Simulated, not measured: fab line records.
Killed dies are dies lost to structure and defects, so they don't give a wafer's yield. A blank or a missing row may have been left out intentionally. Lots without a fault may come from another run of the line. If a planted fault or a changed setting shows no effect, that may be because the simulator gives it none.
Lot-split experiment + flow n5Finfet + 7 lots, 21 wafers read, on a route of 1938 steps

== THE SPLIT ==
At N5_BEOL_M8_TRENCH_ETCH_37 (etches SiCOH lowk in C4F6/O2, target depth 93.478 nm, time 31.2 s), the setting timeS was moved away from the recipe's 31.2 s on 8 of the 21 wafers read, by -17.0% to +22.0%. For the rest of the wafers, this setting stayed at what the recipe calls for.

== FROM THE SPLIT TO THE READING: what the file shows between them, 12 steps ==
- N5_BEOL_M8_ETCH_41: etches SiCN in CH3F/O2, target depth 31.9 nm, time 57.8 s
- N5_BEOL_M8_STRIP_80: strips in N2/H2, time 10 s
- N5_BEOL_M8_OCD_MEAS_38
- N5_BEOL_M8_CURE_75: cures SiCOH lowk, time 120 s (also split here: timeS)
- N5_BEOL_M8_DEGAS_44: time 60 s
- N5_BEOL_M8_PRE_CLEAN_45: time 30 s
- N5_BEOL_M8_ECD_50: material Cu, target thk 300 nm
- N5_BEOL_M8_ANNEAL_51: time 90 s
- N5_BEOL_M8_CMP_52: polishes, stops on SiCOH lowk, t overpolish 6.9 s, target thk 80 nm
- N5_BEOL_M8_THK_MEAS_53: measures by xrf
- N5_BEOL_M8_PRE_CLEAN_55: time 15 s
- N5_BEOL_M8_DEP_56: deposits SiCN from 3MS/NH3, target thk 10 nm, time 17.5 s

== THE READING ==
M8_RS in ohm/sq, measured at N5_BEOL_M8_RS_MEAS_57 by four-point-probe. Typical for fault-free wafers on this fab line: 0.286 ohm/sq, with standard deviation 0.0072 ohm/sq.

| wafer  | tool, chamber at the split | timeS as run, s | against the recipe | M8_RS, ohm/sq | against lot-mates on the recipe |
|--------|----------------------------|-----------------|--------------------|---------------|---------------------------------|
| L078.4 | rieDiel-01, 3              | 31.2            | recipe             | 0.282         | -                               |
| L078.5 | rieDiel-01, 0              | 35.66           | +14.3%             | 0.240         | -0.042                          |
| L078.6 | rieDiel-01, 3              | 35.66           | +14.3%             | 0.235         | -0.047                          |
| L080.3 | rieDiel-03, 1              | 31.2            | recipe             | 0.274         | -                               |
| L080.4 | rieDiel-03, 2              | 31.2            | recipe             | 0.275         | -                               |
| L080.5 | rieDiel-03, 3              | 31.2            | recipe             | 0.285         | -                               |
| L081.1 | rieDiel-03, 1              | 31.2            | recipe             | 0.285         | -                               |
| L081.2 | rieDiel-03, 0              | 31.2            | recipe             | 0.276         | -                               |
| L081.5 | rieDiel-03, 0              | 31.2            | recipe             | 0.277         | -                               |
| L084.1 | rieDiel-03, 1              | 31.2            | recipe             | 0.293         | -                               |
| L084.4 | rieDiel-03, 2              | 31.2            | recipe             | 0.300         | -                               |
| L084.5 | rieDiel-03, 2              | 31.2            | recipe             | 0.302         | -                               |
| L093.1 | rieDiel-01, 1              | 38.05           | +22.0%             | 0.218         | -0.063                          |
| L093.3 | rieDiel-01, 3              | 38.05           | +22.0%             | 0.215         | -0.066                          |
| L093.6 | rieDiel-01, 2              | 31.2            | recipe             | 0.281         | -                               |
| L096.3 | rieDiel-01, 1              | 25.89           | -17.0%             | 0.362         | +0.085                          |
| L096.4 | rieDiel-01, 3              | 31.2            | recipe             | 0.277         | -                               |
| L096.5 | rieDiel-01, 3              | 25.89           | -17.0%             | 0.366         | +0.089                          |
| L097.1 | rieDiel-04, 0              | 28.41           | -8.9%              | 0.319         | +0.029                          |
| L097.3 | rieDiel-04, 3              | 28.41           | -8.9%              | 0.329         | +0.039                          |
| L097.6 | rieDiel-04, 3              | 31.2            | recipe             | 0.290         | -                               |

FIT RESULTS
A straight line over all 21 wafers: M8_RS changes by -0.0037 ohm/sq for each +1% of timeS; r = -0.97; the points scatter about the line by 0.0099 ohm/sq.
The same after taking each lot's own level away (the mean of its wafers on the recipe; 21 wafers): -0.00368 ohm/sq for each +1%; r = -0.97; scatter 0.0092 ohm/sq.
According to that fit, moving timeS by its largest amount changes the reading by 0.081 ohm/sq.
The lots' own levels span 0.2770 to 0.2983 ohm/sq, that is 3.0 times the standard deviation above.
Hence the lot-to-lot level has little effect on the slope; both slopes agree.
Check: -0.0806 ohm/sq against its lot-mates is what the line predicts for one of the wafers moved furthest among these (+22.0%) when that wafer is left out of the fit. Against them it came out at -0.063 ohm/sq.

== THE OTHER SPLITS THESE WAFERS WENT THROUGH ==
Note: prior to the reading, these wafers also went through further splits. Each is held against what the fit with the lots' levels taken away leaves over:
| other split on the same wafers | wafers away from the commonest value | r with M8_RS (lot level and that fit taken away) |
|--------------------------------|--------------------------------------|--------------------------------------------------|
| N5_BEOL_M7_ETCH_41 sourceW     | 9                                    | +0.09                                            |
| N5_BEOL_M8_ETCH_66 sourceW     | 7                                    | -0.16                                            |
| N5_BEOL_M8_VIA_ETCH_34 biasW   | 8                                    | +0.09                                            |
| N5_BEOL_M8_CURE_75 timeS       | 4                                    | +0.04                                            |

== THE WHOLE CHAIN: every reading that the file lists as answering this split, in the file's order ==
| step                      | what it does                                                        | reading                                                                         | change (the file's fit)                | r (the file's) |
|---------------------------|---------------------------------------------------------------------|---------------------------------------------------------------------------------|----------------------------------------|----------------|
| N5_BEOL_M8_TRENCH_ETCH_37 | etches SiCOH lowk in C4F6/O2, target depth 93.478 nm, time 31.2 s   | etch.depthNm (the simulator's own value, which no gauge read)                   | +0.937 nm for each +1% of the setting  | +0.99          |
| N5_BEOL_M8_TRENCH_ETCH_37 | etches SiCOH lowk in C4F6/O2, target depth 93.478 nm, time 31.2 s   | BEOL_M8.featureDepthNm (the simulator's own value, which no gauge read)         | +0.935 nm for each +1% of the setting  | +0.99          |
| N5_BEOL_M8_TRENCH_ETCH_37 | etches SiCOH lowk in C4F6/O2, target depth 93.478 nm, time 31.2 s   | TiN_of_BEOL_M8_HM_DEP_02.thkNm (the simulator's own value, which no gauge read) | -0.0366 nm for each +1% of the setting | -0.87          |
| N5_BEOL_M8_OCD_MEAS_38    |                                                                     | trenchDepthNm                                                                   | +0.938 nm for each +1% of the setting  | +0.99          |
| N5_BEOL_M8_CMP_52         | polishes, stops on SiCOH lowk, t overpolish 6.9 s, target thk 80 nm | Cu_of_BEOL_M8_ECD_50.thkNm (the simulator's own value, which no gauge read)     | +0.935 nm for each +1% of the setting  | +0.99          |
| N5_BEOL_M8_THK_MEAS_53    | measures by xrf                                                     | M8_THK                                                                          | +0.94 for each +1% of the setting      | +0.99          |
| N5_BEOL_M8_RS_MEAS_57     | measures by four-point-probe                                        | M8_RS                                                                           | -0.00362 for each +1% of the setting   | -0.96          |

== FILE'S OWN FIT ==
M8_RS changes by -0.00362 ohm/sq for each +1% of timeS, r = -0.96.
